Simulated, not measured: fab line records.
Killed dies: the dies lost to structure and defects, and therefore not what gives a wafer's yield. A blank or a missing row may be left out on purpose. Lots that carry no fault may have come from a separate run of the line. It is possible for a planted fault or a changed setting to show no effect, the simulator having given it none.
fab line records	flow n5-finfet
record lots=24	wafers=72	last-day=17
route steps=1938 shown BEOL_M11@1579 BEOL_M12@1614
lots that met no fault: from a run of the same line without faults
start-h: hours from the record's opening day to when the first of the lot's shown wafers began	wait-h: hours since the lot's step before	" as in the row above	L1.1+2: several wafers, shown together as one row	- no value, or no start was given	* or withheld: withheld	< > ~ a bound
route shown NAME@n: names a module that has steps shown in the file, with the first one's number in the route	usual: mean and standard deviation over wafers with no fault	same: alike in all rows	chamber/n: place in a boat	sites: per-site readings	_std_site: the standard deviation of these	_edge_site: inner sites' mean taken away from outer sites' mean	radius-mm: how far each site lies from the wafer's centre	mask NAME#n: copy n	behind: the last tool/chamber to shape the wafer	hold: the reason the lot was held/the length of the hold in hours/how it ended	device: the transistor (n, p or np) that didn't switch	end of line: the tests these same wafers got at the end of their route	a step without rows: its recipe alone	killed: count of dies lost to structure and defects at first sort (not the wafer's yield)	map: shows each die of a wafer: x if killed, . if not, _ if none is there
set.NAME: setting as actually run; set.NAME@STEP: the setting as run at that earlier step	model.NAME: the simulator's own value behind a step, which no gauge read
the route's steps for a sample of lots (tables are steps, rows are wafers)
services: when a tool's chamber went out of use (start-h, in hours from the record's first day, below 0 if earlier), for how many hours, and the reason
## steps
# step N5_BEOL_M11_ETCH_41
# recipe chemistry=CH3F/O2	target=SiCN	target-depth-a=426	taper-deg=2	time-s=86	ion-energy-ev=120	mask-material=TiN	pressure-mtorr=30	source-w=395	bias-w=75	Ar_flow_sccm=150	CH3F_flow_sccm=30	O2_flow_sccm=20
# usual CH3F_flow_sccm=30.00/0.087	drypump-motor-current-A=5.9/0.31	oes-product-au=0.78/0.077	rf-vpp-V=297.4/1.5	showerhead-plenum-p-Torr=1.99/0.061	throttle-valve-pct=16.32/0.19
lot.wafer	tool	chamber	start-h	wait-h	CH3F_flow_sccm	drypump-motor-current-A	oes-product-au	rf-hours-counter-h	rf-vpp-V	showerhead-plenum-p-Torr	throttle-valve-pct
L075.2	rie-diel-05	1	-	-	29.99	5.5	0.78	156	295.8	1.90	16.44
L075.5	"	1	"	"	29.99	5.5	0.78	-	296.1	1.90	16.43
L075.6	"	0	"	"	29.87	5.6	0.74	-	297.5	1.97	16.45
L074.2	rie-diel-01	3	-	-	29.99	5.9	0.71	192	294.7	1.91	16.49
L074.4	"	1	"	"	29.91	6.2	0.77	146	297.2	2.00	16.20
L074.6	"	0	"	"	29.96	6.1	0.89	-	297.2	2.04	15.97
L076.3	rie-diel-02	1	-	-	30.05	6.5	0.70	191	297.2	1.98	16.50
L076.4	"	3	"	"	30.01	6.1	0.91	23	297.9	2.05	16.48
L076.5	"	0	"	"	30.25	5.6	0.71	-	298.4	2.05	16.39
L077.1	rie-diel-01	2	-	-	30.08	5.6	0.87	49	298.0	2.04	16.10
L077.2	"	1	"	"	29.97	6.3	0.77	148	296.0	2.00	16.18
L077.5	"	1	"	"	30.06	6.2	0.76	-	296.1	2.00	16.19
L078.1	rie-diel-05	2	-	-	29.92	5.7	0.85	63	295.4	1.95	16.11
L078.4	"	0	"	"	29.91	5.6	0.73	218	298.0	1.96	16.47
L078.6	"	0	"	"	29.99	5.5	0.73	-	298.7	1.96	16.47
L080.2	rie-diel-02	2	-	-	29.89	6.1	0.93	16	297.2	2.11	16.04
L080.4	"	1	"	"	29.93	6.6	0.70	194	296.7	1.98	16.51
L080.5	"	0	"	"	29.89	5.6	0.71	-	298.0	2.05	16.39
L079.2	rie-diel-05	3	-	-	29.90	6.1	0.71	204	298.5	2.04	16.35
L079.4	"	2	"	"	30.01	5.7	0.83	65	296.3	1.95	16.13
L079.6	"	2	"	"	29.96	5.7	0.84	-	295.7	1.95	16.10
L083.3	rie-diel-02	0	-	-	29.95	5.6	0.70	213	298.0	2.05	16.40
L083.4	"	1	"	"	30.07	6.6	0.70	200	295.5	1.98	16.51
L083.6	"	2	"	"	30.01	6.1	0.92	-	299.9	2.11	16.04
L081.4	rie-diel-01	2	-	-	30.07	5.5	0.85	57	298.8	2.03	16.11
L081.5	"	1	"	"	30.20	6.2	0.76	-	296.2	1.99	16.21
L081.6	"	0	"	"	30.17	6.1	0.87	-	298.5	2.04	16.01
L082.3	rie-diel-05	1	-	-	29.93	5.5	0.76	172	296.8	1.89	16.46
L082.5	"	1	"	"	30.04	5.5	0.77	-	294.8	1.89	16.46
L082.6	"	0	"	"	29.99	5.5	0.72	-	296.3	1.96	16.49
L085.2	rie-diel-05	2	-	-	29.84	5.7	0.82	74	296.4	1.95	16.12
L085.3	"	0	"	"	29.85	5.5	0.73	229	298.3	1.96	16.49
L085.6	"	1	"	"	30.11	5.5	0.77	-	296.5	1.89	16.47
L084.1	rie-diel-05	3	-	-	30.14	6.1	0.70	216	300.5	2.03	16.36
L084.3	"	1	"	"	29.84	5.5	0.76	178	296.4	1.89	16.49
L084.4	"	0	"	"	29.89	5.6	0.73	-	296.1	1.96	16.49
L086.2	rie-diel-02	1	-	-	30.09	6.6	0.70	207	296.9	1.98	16.53
L086.3	"	0	"	"	30.16	5.6	0.69	220	298.6	2.05	16.42
L086.6	"	3	"	"	30.01	6.1	0.90	-	297.9	2.04	16.52
L087.2	rie-diel-01	2	-	-	29.96	5.6	0.84	67	298.5	2.03	16.13
L087.4	"	1	"	"	29.92	6.2	0.75	165	296.0	1.99	16.23
L087.6	"	1	"	"	29.83	6.2	0.75	-	295.8	1.99	16.24
L088.2	rie-diel-05	2	-	-	29.97	5.7	0.82	84	296.8	1.94	16.14
L088.4	"	1	"	"	29.93	5.5	0.76	185	294.4	1.89	16.51
L088.6	"	2	"	"	29.94	5.7	0.83	-	297.3	1.94	16.16
L089.1	rie-diel-01	3	-	-	29.99	5.9	0.70	217	294.5	1.90	16.54
L089.4	"	0	"	"	30.03	6.1	0.86	50	298.0	2.03	16.02
L089.6	"	2	"	"	29.94	5.6	0.83	-	298.3	2.03	16.16
L090.2	rie-diel-02	3	-	-	29.98	6.1	0.88	49	296.7	2.04	16.51
L090.4	"	1	"	"	30.15	6.5	0.69	215	297.6	1.97	16.54
L090.6	"	3	"	"	30.04	6.1	0.88	-	298.3	2.04	16.52
L091.3	rie-diel-01	3	-	-	29.98	5.9	0.70	219	294.1	1.90	16.54
L091.4	"	1	"	"	29.96	6.2	0.75	173	296.8	1.99	16.24
L091.6	"	1	"	"	30.05	6.2	0.74	-	296.2	1.99	16.24
L093.4	rie-diel-05	2	-	-	30.07	5.7	0.81	87	295.6	1.94	16.15
L093.5	"	2	"	"	29.99	5.8	0.81	-	296.4	1.94	16.15
L093.6	"	3	"	"	30.08	6.1	0.69	-	299.8	2.03	16.36
L094.1	rie-diel-02	1	-	-	29.88	6.5	0.69	219	297.5	1.97	16.55
L094.4	"	2	"	"	30.01	6.1	0.89	44	300.3	2.10	16.09
L094.6	"	1	"	"	29.89	6.5	0.69	-	296.4	1.97	16.54
L092.1	rie-diel-01	3	-	-	30.05	5.9	0.69	223	295.1	1.90	16.55
L092.3	"	2	"	"	29.92	5.6	0.82	80	297.2	2.03	16.15
L092.4	"	1	"	"	30.03	6.2	0.74	179	297.7	1.99	16.24
L095.2	rie-diel-01	0	-	-	30.08	6.1	0.83	59	298.5	2.03	16.04
L095.5	"	0	"	"	30.01	6.1	0.84	-	297.6	2.03	16.05
L095.6	"	3	"	"	29.90	5.9	0.69	-	295.0	1.90	16.55
L096.2	rie-diel-05	1	-	-	30.04	5.5	0.74	196	296.8	1.89	16.52
L096.4	"	2	"	"	29.89	5.7	0.80	96	295.5	1.94	16.17
L096.5	"	1	"	"	29.97	5.5	0.75	-	296.0	1.89	16.51
L097.2	rie-diel-02	2	-	-	30.03	6.1	0.88	48	300.1	2.10	16.08
L097.5	"	0	"	"	30.03	5.6	0.68	-	299.2	2.04	16.45
L097.6	"	1	"	"	29.99	6.5	0.68	-	297.0	1.97	16.54
# step N5_BEOL_M11_CMP_52
# recipe stop-on=SiCOH_lowk	t-overpolish-s=7	down-force-psi=1	platen-rpm=50	clearing-platen-down-force-psi=1.5	clearing-platen-rpm=50	post-cmp-clean=cu-alkaline	target-thk-nm=140	clearing-platen-pad-velocity-m-s=0.99484	pad-velocity-m-s=0.99484
# usual barrier-field-endpoint-s=28.9/0.96	motor-current-A=6.0/0.36	overpolish-run-s=6.999/0.0084	time-to-endpoint-s=66/4
# same t-overpolish-s=7
lot.wafer	tool	chamber	start-h	wait-h	barrier-field-endpoint-s	motor-current-A	overpolish-run-s	time-to-endpoint-s
L075.2	cmp-04	1	234.23	0.2	28.3	5.9	7.006	64
L075.5	"	1	"	"	29.0	5.9	7.021	62
L075.6	"	2	"	"	28.9	6.0	7.004	63
L074.2	cmp-02	3	239.69	0.4	30.2	6.0	6.993	68
L074.4	"	0	"	"	29.3	5.2	6.998	65
L074.6	"	2	"	"	31.0	6.1	6.999	73
L076.3	cmp-01	2	243.28	0.3	30.3	6.4	6.985	70
L076.4	"	0	"	"	28.2	5.9	6.988	67
L076.5	"	1	"	"	29.4	6.4	6.999	64
L077.2	cmp-01	2	249.99	0.2	28.7	6.1	6.990	72
L077.1	"	1	"	"	29.0	6.3	6.986	66
L077.5	"	2	"	"	30.0	6.1	6.995	71
L078.1	cmp-04	3	253.81	0.3	29.3	6.1	6.998	68
L078.4	"	1	"	"	28.8	5.9	7.001	61
L078.6	"	0	"	"	28.4	6.1	7.000	66
L080.2	cmp-02	1	255.22	0.2	26.9	5.6	7.000	60
L080.4	"	3	"	"	29.2	6.1	7.011	68
L080.5	"	1	"	"	27.4	5.8	7.008	63
L079.2	cmp-01	3	260.67	0.2	28.0	5.5	7.014	66
L079.4	"	0	"	"	29.2	6.0	7.001	71
L079.6	"	2	"	"	31.1	6.0	6.994	73
L083.4	cmp-04	2	275.88	0.1	27.8	6.3	7.004	59
L083.3	"	3	"	"	30.8	6.0	6.997	70
L083.6	"	2	"	"	27.8	6.1	6.990	63
L081.4	cmp-02	2	276.04	0.2	29.5	6.6	7.006	72
L081.6	"	1	"	"	27.4	5.8	7.005	59
L081.5	"	2	"	"	30.5	6.4	6.997	72
L082.3	cmp-01	2	283.04	0.2	29.8	6.1	7.002	70
L082.5	"	2	"	"	30.4	6.2	6.978	74
L082.6	"	3	"	"	29.0	5.4	7.000	68
L085.2	cmp-04	2	290.37	0.3	28.4	6.5	6.987	61
L085.3	"	3	"	"	28.8	6.5	7.010	72
L085.6	"	0	"	"	29.7	6.0	7.007	68
L084.1	cmp-04	1	306.43	0.3	28.8	6.1	6.995	61
L084.3	"	2	"	"	29.0	6.6	6.994	63
L084.4	"	3	"	"	28.7	6.1	6.988	69
L086.3	cmp-04	0	307.92	0.3	28.8	6.0	6.982	71
L086.2	"	2	"	"	26.2	6.3	6.987	62
L086.6	"	3	"	"	29.6	6.1	7.001	74
L087.2	cmp-01	3	309.36	0.3	28.5	5.3	6.995	64
L087.4	"	0	"	"	30.8	5.9	7.009	71
L087.6	"	1	"	"	29.5	6.6	7.007	65
L088.4	cmp-01	3	329.96	0.2	29.0	5.5	6.988	64
L088.2	"	1	"	"	28.0	6.5	6.993	67
L088.6	"	2	"	"	30.3	6.2	6.996	70
L089.4	cmp-02	1	331.06	0.1	28.7	5.6	7.008	60
L089.1	"	2	"	"	29.1	6.2	6.997	69
L089.6	"	2	"	"	31.4	6.5	7.003	71
L090.4	cmp-01	2	335.49	0.1	30.9	5.9	7.001	69
L090.2	"	1	"	"	28.2	6.2	6.985	63
L090.6	"	2	"	"	29.9	6.1	6.998	70
L091.3	cmp-04	1	336.78	0.2	27.7	6.4	6.999	64
L091.4	"	0	"	"	28.9	6.3	6.991	67
L091.6	"	2	"	"	28.9	6.2	6.986	61
L093.4	cmp-02	2	342.08	0.2	29.5	6.2	6.986	71
L093.5	"	0	"	"	28.2	5.0	6.991	65
L093.6	"	1	"	"	28.4	5.4	6.987	63
L094.1	cmp-04	2	348.49	0.3	28.3	6.1	6.995	64
L094.4	"	3	"	"	29.2	6.4	6.998	71
L094.6	"	2	"	"	28.2	6.6	7.001	62
L092.1	cmp-01	3	351.66	0.3	27.8	5.9	6.990	62
L092.3	"	1	"	"	27.1	5.8	6.995	62
L092.4	"	2	"	"	28.6	6.3	6.980	67
L095.2	cmp-01	2	356.56	0.2	30.1	6.3	6.992	72
L095.6	"	2	"	"	30.2	6.0	6.997	70
L095.5	"	3	"	"	29.3	5.3	7.001	65
L096.2	cmp-01	1	360.40	0.2	27.3	6.6	7.002	61
L096.4	"	2	"	"	28.7	6.1	6.999	67
L096.5	"	2	"	"	28.0	6.2	6.991	69
L097.2	cmp-04	1	365.14	0.3	27.6	6.0	6.996	63
L097.5	"	3	"	"	30.6	6.4	6.990	73
L097.6	"	0	"	"	29.0	6.3	6.995	71
# step N5_BEOL_M12_INSPECT_12
# recipe mode=adi	inspect-instrument=macro
# usual raw-defect-count=2.1/1.4
lot.wafer	tool	chamber	start-h	wait-h	raw-defect-count
L075.2	defect-inspect-02	-	235.25	0.0	4
L075.5	"	-	"	"	1
L075.6	"	-	"	"	4
L074.2	defect-inspect-02	-	240.76	0.0	0
L074.4	"	-	"	"	1
L074.6	"	-	"	"	1
L076.3	defect-inspect-02	-	244.33	0.0	5
L076.4	"	-	"	"	4
L076.5	"	-	"	"	2
L077.1	defect-inspect-02	-	250.96	0.0	3
L077.2	"	-	"	"	1
L077.5	"	-	"	"	3
L078.1	defect-inspect-02	-	255.21	0.3	4
L078.4	"	-	"	"	3
L078.6	"	-	"	"	1
L080.2	defect-inspect-02	-	256.16	0.0	1
L080.4	"	-	"	"	3
L080.5	"	-	"	"	4
L079.2	defect-inspect-02	-	261.62	0.0	1
L079.4	"	-	"	"	2
L079.6	"	-	"	"	1
L083.3	defect-inspect-02	-	276.85	0.0	2
L083.4	"	-	"	"	2
L083.6	"	-	"	"	2
L081.4	defect-inspect-01	-	276.98	0.0	0
L081.5	"	-	"	"	4
L081.6	"	-	"	"	1
L082.3	defect-inspect-02	-	284.14	0.0	1
L082.5	"	-	"	"	3
L082.6	"	-	"	"	2
L085.2	defect-inspect-02	-	291.39	0.0	1
L085.3	"	-	"	"	3
L085.6	"	-	"	"	0
L084.1	defect-inspect-02	-	307.55	0.0	1
L084.3	"	-	"	"	2
L084.4	"	-	"	"	1
L086.2	defect-inspect-02	-	308.85	0.0	2
L086.3	"	-	"	"	3
L086.6	"	-	"	"	6
L087.2	defect-inspect-01	-	310.26	0.0	3
L087.4	"	-	"	"	2
L087.6	"	-	"	"	1
L088.2	defect-inspect-01	-	330.89	0.0	2
L088.4	"	-	"	"	1
L088.6	"	-	"	"	1
L089.1	defect-inspect-02	-	332.03	0.0	3
L089.4	"	-	"	"	1
L089.6	"	-	"	"	0
L090.2	defect-inspect-02	-	336.60	0.0	4
L090.4	"	-	"	"	4
L090.6	"	-	"	"	2
L091.3	defect-inspect-01	-	337.88	0.0	1
L091.4	"	-	"	"	3
L091.6	"	-	"	"	4
L093.4	defect-inspect-02	-	342.98	0.0	0
L093.5	"	-	"	"	1
L093.6	"	-	"	"	3
L094.1	defect-inspect-02	-	349.59	0.0	2
L094.4	"	-	"	"	2
L094.6	"	-	"	"	2
L092.1	defect-inspect-01	-	352.63	0.0	3
L092.3	"	-	"	"	2
L092.4	"	-	"	"	2
L095.2	defect-inspect-02	-	357.54	0.0	2
L095.5	"	-	"	"	3
L095.6	"	-	"	"	2
L096.2	defect-inspect-02	-	361.49	0.0	3
L096.4	"	-	"	"	3
L096.5	"	-	"	"	1
L097.2	defect-inspect-02	-	366.16	0.0	1
L097.5	"	-	"	"	3
L097.6	"	-	"	"	2
# step N5_BEOL_M12_CD_MEAS_28
# recipe target-cd-nm=160.2	landing-energy-ev=500	detector=se-inlens	polarity=opening
# usual cd-nm=160.9/1.5
lot.wafer	tool	chamber	start-h	wait-h	cd-nm
L075.2	cd-sem-01	0	236.24	-	159.7
L075.5	"	0	"	"	159.0
L075.6	"	0	"	"	159.4
L074.2	cd-sem-01	0	241.61	-	161.6
L074.4	"	0	"	"	162.3
L074.6	"	0	"	"	161.5
L076.3	cd-sem-01	0	245.32	-	159.6
L076.4	"	0	"	"	160.2
L076.5	"	0	"	"	161.8
L077.1	cd-sem-01	0	251.94	-	162.6
L077.2	"	0	"	"	158.5
L077.5	"	0	"	"	162.0
L078.1	cd-sem-02	0	256.19	-	163.8
L078.4	"	0	"	"	162.1
L078.6	"	0	"	"	162.3
L080.2	cd-sem-03	0	257.01	-	159.4
L080.4	"	0	"	"	161.1
L080.5	"	0	"	"	162.8
L079.2	cd-sem-01	0	262.60	-	162.2
L079.4	"	0	"	"	156.4
L079.6	"	0	"	"	160.5
L083.3	cd-sem-03	0	278.76	-	160.1
L083.4	"	0	"	"	161.4
L083.6	"	0	"	"	160.2
L081.4	cd-sem-01	0	278.80	-	162.4
L081.5	"	0	"	"	161.5
L081.6	"	0	"	"	162.4
L082.3	cd-sem-03	0	284.99	-	163.2
L082.5	"	0	"	"	161.4
L082.6	"	0	"	"	158.7
L085.2	cd-sem-02	0	292.45	-	159.1
L085.3	"	0	"	"	160.4
L085.6	"	0	"	"	160.9
L084.1	cd-sem-01	0	308.71	-	162.5
L084.3	"	0	"	"	161.1
L084.4	"	0	"	"	160.0
L086.2	cd-sem-03	0	309.97	-	159.5
L086.3	"	0	"	"	157.0
L086.6	"	0	"	"	160.8
L087.2	cd-sem-01	0	311.70	-	162.3
L087.4	"	0	"	"	160.5
L087.6	"	0	"	"	161.2
L088.2	cd-sem-02	0	331.82	-	159.9
L088.4	"	0	"	"	161.7
L088.6	"	0	"	"	160.2
L089.1	cd-sem-02	0	333.05	-	158.6
L089.4	"	0	"	"	159.6
L089.6	"	0	"	"	162.6
L090.2	cd-sem-01	0	337.58	-	163.8
L090.4	"	0	"	"	161.4
L090.6	"	0	"	"	160.8
L091.3	cd-sem-03	0	338.97	-	160.4
L091.4	"	0	"	"	160.4
L091.6	"	0	"	"	161.4
L093.4	cd-sem-02	0	343.97	-	159.3
L093.5	"	0	"	"	161.7
L093.6	"	0	"	"	160.5
L094.1	cd-sem-03	0	351.24	-	161.5
L094.4	"	0	"	"	161.8
L094.6	"	0	"	"	160.1
L092.1	cd-sem-02	0	353.48	-	161.5
L092.3	"	0	"	"	162.1
L092.4	"	0	"	"	161.8
L095.2	cd-sem-02	0	358.67	-	161.1
L095.5	"	0	"	"	159.3
L095.6	"	0	"	"	163.4
L096.2	cd-sem-01	0	362.49	-	158.9
L096.4	"	0	"	"	159.3
L096.5	"	0	"	"	158.5
L097.2	cd-sem-03	0	367.23	-	160.2
L097.5	"	0	"	"	161.7
L097.6	"	0	"	"	160.0
# step N5_BEOL_M12_OCD_MEAS_35
# usual trench-depth-nm=318/4.9
lot.wafer	tool	chamber	start-h	wait-h	trench-depth-nm
L075.2	ocd-02	-	236.89	0.0	313
L075.5	"	-	"	"	314
L075.6	"	-	"	"	323
L074.2	ocd-02	-	242.45	0.0	319
L074.4	"	-	"	"	315
L074.6	"	-	"	"	322
L076.3	ocd-01	-	246.28	0.0	328
L076.4	"	-	"	"	318
L076.5	"	-	"	"	317
L077.1	ocd-02	-	252.59	0.0	321
L077.2	"	-	"	"	323
L077.5	"	-	"	"	322
L078.1	ocd-02	-	256.79	0.0	313
L078.4	"	-	"	"	321
L078.6	"	-	"	"	317
L080.2	ocd-01	-	257.62	0.0	316
L080.4	"	-	"	"	320
L080.5	"	-	"	"	315
L079.2	ocd-01	-	263.37	0.0	321
L079.4	"	-	"	"	307
L079.6	"	-	"	"	322
L083.3	ocd-02	-	279.37	0.0	315
L083.4	"	-	"	"	315
L083.6	"	-	"	"	311
L081.4	ocd-01	-	279.40	0.0	321
L081.5	"	-	"	"	322
L081.6	"	-	"	"	319
L082.3	ocd-01	-	285.60	0.0	315
L082.5	"	-	"	"	316
L082.6	"	-	"	"	319
L085.2	ocd-02	-	293.05	0.0	311
L085.3	"	-	"	"	315
L085.6	"	-	"	"	321
L084.1	ocd-01	-	309.53	0.0	326
L084.3	"	-	"	"	317
L084.4	"	-	"	"	317
L086.2	ocd-01	-	310.86	0.0	314
L086.3	"	-	"	"	319
L086.6	"	-	"	"	320
L087.2	ocd-02	-	312.32	0.0	322
L087.4	"	-	"	"	320
L087.6	"	-	"	"	325
L088.2	ocd-01	-	332.44	0.0	309
L088.4	"	-	"	"	322
L088.6	"	-	"	"	321
L089.1	ocd-01	-	333.65	0.0	320
L089.4	"	-	"	"	307
L089.6	"	-	"	"	306
L090.2	ocd-01	-	338.44	0.0	326
L090.4	"	-	"	"	316
L090.6	"	-	"	"	326
L091.3	ocd-02	-	339.87	0.0	315
L091.4	"	-	"	"	315
L091.6	"	-	"	"	319
L093.4	ocd-02	-	344.91	0.0	322
L093.5	"	-	"	"	320
L093.6	"	-	"	"	321
L094.1	ocd-01	-	351.97	0.0	317
L094.4	"	-	"	"	308
L094.6	"	-	"	"	320
L092.1	ocd-02	-	354.09	0.0	314
L092.3	"	-	"	"	321
L092.4	"	-	"	"	310
L095.2	ocd-01	-	359.27	0.0	314
L095.5	"	-	"	"	324
L095.6	"	-	"	"	315
L096.2	ocd-01	-	363.10	0.0	325
L096.4	"	-	"	"	314
L096.5	"	-	"	"	328
L097.2	ocd-02	-	368.03	0.0	320
L097.5	"	-	"	"	310
L097.6	"	-	"	"	321
# step N5_BEOL_M12_ETCH_38
# recipe chemistry=CF4/N2	target=SiCN	target-depth-a=687	taper-deg=2	time-s=73.4	ion-energy-ev=150	mask-material=SiO2	pressure-mtorr=40	source-w=430	bias-w=70	Ar_flow_sccm=100	cf4-flow-sccm=60	n2-flow-sccm=60
# usual drypump-motor-current-A=6.0/0.39	oes-product-au=0.79/0.089	rf-vpp-V=382.4/1.7	showerhead-plenum-p-Torr=2.21/0.061	throttle-valve-pct=15.41/0.21
lot.wafer	tool	chamber	start-h	wait-h	drypump-motor-current-A	oes-product-au	rf-hours-counter-h	rf-vpp-V	showerhead-plenum-p-Torr	throttle-valve-pct
L075.2	rie-diel-03	2	238.81	-	5.8	0.89	32	382.2	2.26	15.48
L075.5	"	2	"	"	5.8	0.88	-	382.5	2.26	15.46
L075.6	"	1	"	"	5.5	0.68	-	384.5	2.28	15.38
L074.2	rie-diel-06	0	245.00	-	6.1	0.84	51	383.8	2.32	15.46
L074.4	"	3	"	"	5.5	0.73	210	381.2	2.19	15.58
L074.6	"	3	"	"	5.5	0.73	-	381.4	2.19	15.57
L076.3	rie-diel-03	2	246.64	-	5.8	0.86	35	385.2	2.26	15.46
L076.4	"	1	"	"	5.5	0.66	210	383.0	2.28	15.39
L076.5	"	3	"	"	5.9	0.72	-	382.8	2.18	15.73
L077.1	rie-diel-06	0	252.74	-	6.0	0.85	54	386.0	2.32	15.47
L077.2	"	3	"	"	5.5	0.73	213	380.4	2.19	15.58
L077.5	"	1	"	"	6.6	0.91	-	381.9	2.25	15.14
L078.1	rie-diel-04	2	257.82	-	5.6	0.80	84	380.1	2.13	15.24
L078.4	"	1	"	"	6.7	0.69	227	383.2	2.25	15.56
L078.6	"	3	"	"	6.3	0.69	-	383.0	2.24	15.36
L080.2	rie-diel-06	2	258.06	-	5.9	0.92	18	381.4	2.16	15.22
L080.4	"	3	"	"	5.5	0.73	215	383.1	2.19	15.59
L080.5	"	0	"	"	6.0	0.84	-	384.7	2.32	15.48
L079.2	rie-diel-03	1	264.34	-	5.5	0.66	217	383.1	2.28	15.41
L079.4	"	0	"	"	6.5	0.82	63	382.4	2.24	15.64
L079.6	"	3	"	"	5.9	0.71	-	381.6	2.18	15.72
L083.3	rie-diel-04	0	279.49	-	6.0	0.68	229	379.6	2.09	15.37
L083.4	"	1	"	"	6.6	0.69	-	382.7	2.25	15.59
L083.6	"	0	"	"	6.0	0.68	-	380.0	2.09	15.39
L081.4	rie-diel-03	3	279.57	-	5.9	0.70	225	382.6	2.18	15.73
L081.5	"	3	"	"	5.8	0.71	-	383.3	2.18	15.74
L081.6	"	2	"	"	5.8	0.86	-	384.4	2.25	15.48
L082.3	rie-diel-04	0	289.40	-	6.0	0.68	232	379.5	2.09	15.40
L082.5	"	3	"	"	6.3	0.99	-	384.0	2.24	14.84
L082.6	"	2	"	"	5.5	0.79	-	381.1	2.13	15.27
L085.2	rie-diel-06	3	293.49	-	5.5	0.73	227	383.0	2.18	15.60
L085.3	"	1	"	"	6.6	0.89	48	383.1	2.24	15.17
L085.6	"	3	"	"	5.5	0.72	-	380.8	2.18	15.60
L084.1	rie-diel-06	1	309.80	-	6.6	0.87	51	383.0	2.24	15.16
L084.3	"	3	"	"	5.5	0.72	232	382.0	2.18	15.62
L084.4	"	0	"	"	6.0	0.82	72	385.2	2.31	15.47
L086.2	rie-diel-06	3	311.13	-	5.5	0.73	232	382.1	2.18	15.62
L086.3	"	1	"	"	6.6	0.88	52	384.7	2.24	15.19
L086.6	"	2	"	"	6.0	0.89	-	382.4	2.16	15.26
L087.2	rie-diel-03	1	314.13	-	5.5	0.66	231	384.4	2.27	15.44
L087.4	"	0	"	"	6.5	0.79	78	382.0	2.24	15.66
L087.6	"	3	"	"	5.9	0.69	-	381.4	2.18	15.75
L088.2	rie-diel-04	1	335.19	-	6.6	0.68	250	384.5	2.25	15.59
L088.4	"	2	"	"	5.5	0.77	115	380.8	2.12	15.29
L088.6	"	3	"	"	6.3	0.92	-	383.1	2.24	14.88
L089.1	rie-diel-06	0	335.54	-	6.1	0.82	83	385.2	2.31	15.53
L089.4	"	2	"	"	5.9	0.87	46	382.0	2.15	15.27
L089.6	"	1	"	"	6.6	0.86	-	383.3	2.24	15.21
L090.2	rie-diel-04	3	338.66	-	6.3	0.93	23	383.7	2.24	14.89
L090.4	"	2	"	"	5.5	0.77	-	379.9	2.12	15.31
L090.6	"	3	"	"	6.3	0.92	-	383.0	2.24	14.87
L091.3	rie-diel-04	0	340.00	-	6.0	0.67	250	377.8	2.09	15.43
L091.4	"	2	"	"	5.5	0.76	-	380.5	2.12	15.31
L091.6	"	0	"	"	6.0	0.67	-	379.5	2.09	15.42
L093.4	rie-diel-06	3	345.60	-	5.5	0.71	243	382.0	2.18	15.64
L093.5	"	1	"	"	6.6	0.85	-	382.9	2.23	15.21
L093.6	"	2	"	"	5.9	0.86	-	379.6	2.15	15.28
L094.1	rie-diel-03	1	355.02	-	5.5	0.65	247	383.3	2.27	15.44
L094.4	"	1	"	"	5.5	0.64	-	383.5	2.27	15.46
L094.6	"	0	"	"	6.5	0.79	-	381.1	2.23	15.69
L092.1	rie-diel-06	3	355.30	-	5.5	0.72	246	382.3	2.17	15.65
L092.3	"	1	"	"	6.6	0.85	70	382.7	2.23	15.22
L092.4	"	2	"	"	6.0	0.87	53	380.5	2.15	15.30
L095.2	rie-diel-03	0	359.62	-	6.5	0.80	96	383.3	2.23	15.70
L095.5	"	0	"	"	6.5	0.79	-	383.8	2.23	15.71
L095.6	"	1	"	"	5.6	0.65	-	383.5	2.27	15.47
L096.2	rie-diel-03	1	364.74	-	5.5	0.65	251	382.8	2.27	15.46
L096.4	"	1	"	"	5.5	0.65	-	384.9	2.26	15.49
L096.5	"	1	"	"	5.5	0.64	-	382.4	2.26	15.46
L097.2	rie-diel-06	2	368.49	-	6.0	0.86	58	380.4	2.15	15.30
L097.5	"	2	"	"	6.0	0.86	-	380.8	2.15	15.31
L097.6	"	0	"	"	6.0	0.80	-	384.5	2.31	15.57
## services
tool	chamber	start-h	hours	kind
cmp-02	-	207.54	0.9	repair
cmp-02	-	224.50	9.2	repair
rie-diel-06	-	225.12	1.1	repair
rie-diel-02	1	230.86	7.7	repair
rie-diel-02	2	237.49	1.5	repair
cmp-04	-	238.70	5.5	pm
cmp-04	-	262.32	11.4	pm
cmp-01	-	268.17	8.4	pm
rie-diel-01	-	271.14	0.8	repair
rie-diel-04	-	273.17	0.6	repair
cmp-04	-	279.06	4.0	pm
cmp-01	-	287.48	6.5	pm
rie-diel-04	1	300.68	13.4	repair
rie-diel-05	2	301.90	1.7	repair
rie-diel-04	0	318.84	5.6	repair
rie-diel-06	3	325.95	5.6	repair
cmp-01	-	331.94	0.6	repair
rie-diel-05	3	343.35	14.3	repair
cmp-01	-	344.21	0.4	repair
rie-diel-01	3	345.53	1.9	repair
rie-diel-02	-	350.58	7.0	repair
cmp-04	-	353.76	0.2	repair
rie-diel-01	-	364.43	4.3	pm
cmp-01	-	364.48	4.0	pm
## key
fault none
